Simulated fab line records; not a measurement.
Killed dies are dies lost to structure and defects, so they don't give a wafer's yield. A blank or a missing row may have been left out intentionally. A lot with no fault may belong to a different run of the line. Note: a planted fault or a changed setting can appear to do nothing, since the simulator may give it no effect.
Which tool did it? ; flow n5 finfet ; 8 lots with 24 wafers sampled at 8 steps, on a route of 1938 steps

## WHAT THE GAUGES SHOWED, per wafer
N5_ZERO_LAYER_INSPECT_20: inspects for defects (darkfield).
lot;measured;on;raw defect count
L656;day 1 19:26;defect inspect-02;42 41 27
L659;day 2 13:17;defect inspect-02;73 58 72
L664;day 3 20:20;defect inspect-01;978 1042 1018
L666;day 4 07:31;defect inspect-01;1008 1014 983
L671;day 5 13:26;defect inspect-02;25 26 37
L674;day 6 07:23;defect inspect-01;28 43 16
L675;day 6 13:25;defect inspect-02;38 39 39
L678;day 7 07:23;defect inspect-01;31 34 42

N5_WELL_APT_INSPECT_10: inspects for defects (macro).
lot;measured;on;raw defect count
L656;day 1 19:55;defect inspect-01;1 4 5
L659;day 2 13:46;defect inspect-02;3 4 0
L664;day 3 20:47;defect inspect-01;>300 >300 >300
L666;day 4 07:52;defect inspect-01;>300 >300 >300
L671;day 5 13:55;defect inspect-01;2 0 4
L674;day 6 07:44;defect inspect-02;3 5 2
L675;day 6 13:47;defect inspect-02;3 1 6
L678;day 7 07:52;defect inspect-01;2 1 3

N5_WELL_APT_CD_MEAS_25: the cd target is 200 nm.
lot;measured;on;cd nm (nm)
L656;day 1 21:16;cd sem-01;200.6 203.5 201.9
L659;day 2 15:00;cd sem-02;198.0 202.0 202.1
L664;day 3 21:52;cd sem-03;199.5 201.8 196.2
L666;day 4 09:01;cd sem-03;200.8 203.6 200.0
L671;day 5 14:59;cd sem-01;200.9 200.5 201.6
L674;day 6 08:56;cd sem-01;204.1 202.2 200.0
L675;day 6 15:04;cd sem-03;201.7 203.7 201.6
L678;day 7 09:04;cd sem-01;201.0 199.8 202.0

N5_WELL_APT_INSPECT_38: inspects for defects (darkfield).
lot;measured;on;raw defect count
L656;day 1 23:02;defect inspect-02;13 17 12
L659;day 2 17:16;defect inspect-01;20 4 10
L664;day 3 23:58;defect inspect-01;962 1024 985
L666;day 4 11:58;defect inspect-01;991 987 949
L671;day 5 17:16;defect inspect-01;24 20 26
L674;day 6 10:53;defect inspect-02;23 11 8
L675;day 6 17:08;defect inspect-02;22 28 15
L678;day 7 11:01;defect inspect-01;9 14 12

N5_BEOL_M4_RC_MEAS_101.
lot;measured;on;DIBL_N (mV/V);DIBL_P (mV/V);IOFF_N (nA/um);IOFF_P (nA/um);ION_N (uA/um);ION_P (uA/um);SS_N (mV/dec);SS_P (mV/dec);VT_N (mV);VT_P (mV)
L656;day 8 09:25;prober-02;35.3 37.4 35.5;36.1 37.9 35.7;0.139 0.165 0.137;0.18 0.20 0.18;670 675 673;453 460 456;71.1 71.7 71.6;73.2 73.4 72.4;252 250 253;-255 -250 -252
L659;day 9 06:08;prober-01;37.5 37.4 36.8;36.1 36.3 35.5;0.193 0.183 0.180;0.24 0.25 0.24;691 685 697;468 471 476;71.4 70.9 70.6;73.7 73.9 72.9;245 246 245;-246 -243 -243
L664;day 10 08:57;prober-01;35.2 35.3 36.4;35.2 35.7 37.6;0.136 0.153 0.168;0.18 0.20 0.22;671 688 688;462 468 469;71.4 70.8 71.9;73.4 72.8 72.6;250 249 246;-252 -249 -248
L666;day 11 05:25;prober-01;35.2 37.1 36.0;36.0 39.2 37.5;0.160 0.186 0.160;0.18 0.24 0.22;670 670 675;455 452 460;71.9 71.4 71.9;73.3 74.0 73.7;251 246 249;-252 -250 -251
L671;day 12 05:17;prober-02;35.6 37.7 36.3;34.1 36.3 34.5;0.139 0.164 0.134;0.19 0.22 0.19;669 667 669;461 461 459;71.6 71.1 71.4;73.0 73.8 73.2;252 252 251;-252 -251 -249
L674;day 13 01:37;prober-01;36.5 37.5 34.7;36.6 37.0 35.0;0.159 0.174 0.136;0.20 0.21 0.18;669 680 661;459 464 460;71.4 72.2 70.6;73.7 73.4 72.9;253 250 253;-251 -249 -254
L675;day 12 21:25;prober-02;33.9 35.2 35.8;35.1 36.3 37.1;0.134 0.168 0.181;0.19 0.23 0.23;659 673 680;463 466 460;70.9 71.8 72.2;73.0 73.2 73.5;254 248 249;-250 -246 -246
L678;day 13 18:08;prober-01;38.3 34.6 35.0;36.3 32.5 33.8;0.182 0.124 0.136;0.21 0.17 0.18;675 668 665;454 456 461;71.5 71.3 71.1;73.9 72.6 73.1;248 254 249;-251 -253 -253

## TOOL THAT RAN EACH LOT (tool first, then ch and the chambers of the sampled wafers, then the start)
lot;N5_ZERO_LAYER_ETCH_18;N5_WELL_APT_DESCUM_30;N5_PMOS_HMC_CHANNEL_EPI_ETCH_38
L656;rie si-03 ch 0,3, day 1 18:56;rie diel-06 ch 2,3, day 1 21:21;rie si-04 ch 0,2, day 1 23:59
L659;rie si-05 ch 2,3, day 2 12:50;rie diel-06 ch 2,3, day 2 15:06;rie si-01 ch 0,1,2, day 2 18:08
L664;rie si-03 ch 1,2,3, day 3 19:52;rie diel-01 ch 2,3, day 3 21:56;rie si-04 ch 1,3, day 4 00:56
L666;rie si-03 ch 1,2,3, day 4 06:56;rie diel-01 ch 0,1,3, day 4 09:55;rie si-01 ch 0,3, day 4 12:56
L671;rie si-05 ch 2,3, day 5 12:59;rie diel-01 ch 0,2,3, day 5 15:14;rie si-01 ch 0,2,3, day 5 18:16
L674;rie si-05 ch 0,3, day 6 06:55;rie diel-05 ch 0,1,3, day 6 09:03;rie si-06 ch 0,1,3, day 6 11:51
L675;rie si-05 ch 0,1,2, day 6 12:55;rie diel-01 ch 0,2,3, day 6 15:12;rie si-01 ch 0,2,3, day 6 17:59
L678;rie si-02 ch 1,3, day 7 06:55;rie diel-01 ch 0,2, day 7 09:09;rie si-01 ch 1,3, day 7 11:59
- N5_ZERO_LAYER_ETCH_18: etches Si in HBr/Cl2, target depth 120 nm, time 40 s.
- N5_WELL_APT_DESCUM_30: chemistry O2, time 7.9 s.
- N5_PMOS_HMC_CHANNEL_EPI_ETCH_38: etches SiO2 in CF4, target depth 1.5 nm.

## WHAT THE TOOLS THEMSELVES READ (means of the sampled wafers that have a number; where no wafer has one, the mark that the record gives instead)
N5_ZERO_LAYER_ETCH_18.
lot;tool;drypump motor current A (A);mfc cl2 sccm (sccm);oes product au (a.u.);throttle valve pct (%)
L656;rie si-03;5.5;80.06;0.980;36.08
L659;rie si-05;5.7;79.76;1.008;36.58
L664;rie si-03;5.5;80.01;0.997;36.27
L666;rie si-03;5.5;80.03;0.989;36.28
L671;rie si-05;5.4;80.10;1.014;36.53
L674;rie si-05;6.0;79.97;1.011;36.63
L675;rie si-05;6.0;79.99;1.004;36.45
L678;rie si-02;6.1;80.08;1.001;36.41

N5_WELL_APT_DESCUM_30.
lot;tool;drypump motor current A (A);oes product au (a.u.);rf vpp V (V);showerhead plenum p Torr (Torr);throttle valve pct (%)
L656;rie diel-06;6.1;0.77;244.1;2.14;20.59
L659;rie diel-06;6.3;0.74;243.7;2.15;20.58
L664;rie diel-01;5.8;0.76;245.0;2.19;20.73
L666;rie diel-01;5.4;0.77;243.2;2.09;20.66
L671;rie diel-01;5.5;0.79;244.1;2.14;20.65
L674;rie diel-05;6.0;0.80;244.4;2.16;20.27
L675;rie diel-01;5.5;0.78;244.1;2.14;20.67
L678;rie diel-01;5.5;0.81;243.8;2.09;20.49

N5_PMOS_HMC_CHANNEL_EPI_ETCH_38.
lot;tool;cf4 flow sccm (sccm);drypump motor current A (A);oes product au (a.u.);throttle valve pct (%)
L656;rie si-04;80.18;5.7;1.003;21.89
L659;rie si-01;79.99;5.7;0.984;21.60
L664;rie si-04;79.77;5.0;0.985;21.77
L666;rie si-01;80.18;5.7;1.003;21.77
L671;rie si-01;79.95;5.8;0.989;21.70
L674;rie si-06;79.97;5.9;0.994;21.86
L675;rie si-01;80.05;5.8;0.989;21.70
L678;rie si-01;79.90;5.6;1.008;21.75

## THE ANSWER, worked out from the rows above alone
Rule: the lots themselves supply what counts as usual. Put in order of their means at a reading, lots are off if they are a third of the lots or fewer, leave a main group of 4 or more, and stand apart from it by a gap of 3 or more times the standard deviation of the main group's means; of several such gaps the widest counts. The tables above print the reading to a certain number of digits; a main group whose means all agree to those digits is not used. Also off: a lot with no number at a reading for which 4 or more lots have one. All remaining lots with rows at the step are treated as sound. First the gauges in route order, then the tools' own readings, where a lot's mean is used as printed above. The first step at which some lot is off is used, and at that step the reading that is off furthest; a lot without a number counts as furthest.
Off: L664, L666, at N5_ZERO_LAYER_INSPECT_20 (raw defect count). Mean 40 and standard deviation 13 in the main group.
A tool fits if, at a process step before that reading, it ran every lot that is off, and no sound lot after the first of them. Gauges at N5_ZERO_LAYER_INSPECT_20: tried the same way as those tools. One fits: rie si-03 at N5_ZERO_LAYER_ETCH_18. A fault onset in the window from L656 (day 1 18:56, its last sound lot) to L664 (day 3 19:52, its first lot off) fits.

## WHAT THE SIMULATOR PUT IN
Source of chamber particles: rie si-03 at N5_ZERO_LAYER_ETCH_18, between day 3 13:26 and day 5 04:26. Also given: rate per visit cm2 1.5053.
Lots struck among those shown: L664, L666. Same finding as the rule above.
